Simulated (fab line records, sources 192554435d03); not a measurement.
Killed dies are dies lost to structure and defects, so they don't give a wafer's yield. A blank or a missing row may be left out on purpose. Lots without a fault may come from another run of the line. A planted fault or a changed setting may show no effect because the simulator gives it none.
Problem report in the 8D (eight disciplines) form, filled by code | flow n5_finfet | the parts of the form that need people (team, actions taken, sign-off) are left out

1. THE PROBLEM
cd_nm at N5_SD_EPI_N_CD_MEAS_09 reads a mean of 115.9 nm on 4 wafers of 3 lots; wafers without a fault read 120.2 nm with a standard deviation of 0.75. That is -5.8 standard deviations from the usual mean.
The step: target cd 120 nm.
First seen on wafer L465.3, day 8 03:16, on cd_sem-03. The record holds 43 wafers of 15 lots with a number at this step. Rule for "out", or "out of limits": more than 4 standard deviations from the usual mean. The other wafers with a number count as sound.

2. WHAT IT IS AND WHAT IT IS NOT
question                    | is                              | is not
which readings at this step | cd_nm                           | -
which lots                  | L465, L466, L467                | L445, L446, L447, L450, L452, L453, L454, L455, L456, L457, L458, L459
which wafers of those lots  | L465.3, L465.5, L466.3, L467.5  | L465.4, L466.2, L467.2
read on which gauges        | cd_sem-01, cd_sem-02, cd_sem-03 | -
when                        | from day 8 03:16                | up to then (37 sound wafers); but 2 sound wafers of L466, L467 came after

3. SUSPECTS, AND WHAT RULES EACH OUT
Counting: a tool at a process step up to the reading stays a suspect if it ran every lot that is out. Sound lots after the first of them don't rule it out here, since some wafers of a struck lot are sound.
- the gauge at N5_SD_EPI_N_CD_MEAS_09: ruled out. The wafers that are out were read on 3 gauges (cd_sem-01, cd_sem-02, cd_sem-03).
- rie_diel-02 at N5_DUMMY_GATE_ETCH_37 (etches SOC in N2/H2, target depth 60 nm, overetch 30 nm): kept. It ran every lot that is out, first L465 (day 8 01:19); its last sound lot up to then is L459 (day 6 11:09).
- litho_track-05 at N5_SD_EPI_N_PEB_07 (peb time 60 s): kept. It ran every lot that is out, first L465 (day 8 03:11); its last sound lot up to then is L452 (day 4 21:21). Its own readings are out on those wafers: heater_power_total_W.
Left after counting: rie_diel-02 at N5_DUMMY_GATE_ETCH_37, litho_track-05 at N5_SD_EPI_N_PEB_07.

4. THE CAUSE (what the simulator had put in)
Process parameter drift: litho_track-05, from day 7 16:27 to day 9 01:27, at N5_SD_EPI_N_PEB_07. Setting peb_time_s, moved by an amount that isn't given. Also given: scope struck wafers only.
Counting left 2 suspects, and this tool is among them.

5. THE CHAIN OF EFFECTS, in route order
Each row: a reading whose mean over the struck wafers that have a number lies more than 3 standard deviations from the usual. Only readings for which the record gives a usual standard deviation are gone through. hours: the time from each lot's start at the first step in this table that gives one to its start at this step, as a median over the lots. sigmas: the change in usual standard deviations.
hours | step                   | reading              | usual    | on struck wafers | change | sigmas
0     | N5_SD_EPI_N_PEB_07     | heater_power_total_W | 175.4 W  | 190.1            | +14.7  | +9.2
0     | N5_SD_EPI_N_CD_MEAS_09 | cd_nm                | 120.2 nm | 115.9            | -4.3   | -5.8
The process steps in it:
- N5_SD_EPI_N_PEB_07: peb time 60 s.
Later measuring or inspecting steps at which every struck wafer that the step has a row for has a number for every such reading, and none has moved that far: N5_BEOL_M4_RC_MEAS_101.

6. WHAT WOULD HAVE CAUGHT IT SOONER
In this record the first reading out of limits at a measuring or inspecting step was taken at day 8 03:16, 11 hours after the fault began at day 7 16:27.
The tool's own readings at N5_SD_EPI_N_PEB_07 were out on every struck wafer that the step has a row for (heater_power_total_W): an alarm limit on them would have fired on the first of those.
Of the lots that are out (3), L466, L467 began N5_SD_EPI_N_PEB_07 on litho_track-05 after day 8 03:16. A hold on the tool at that time would have spared those 2.
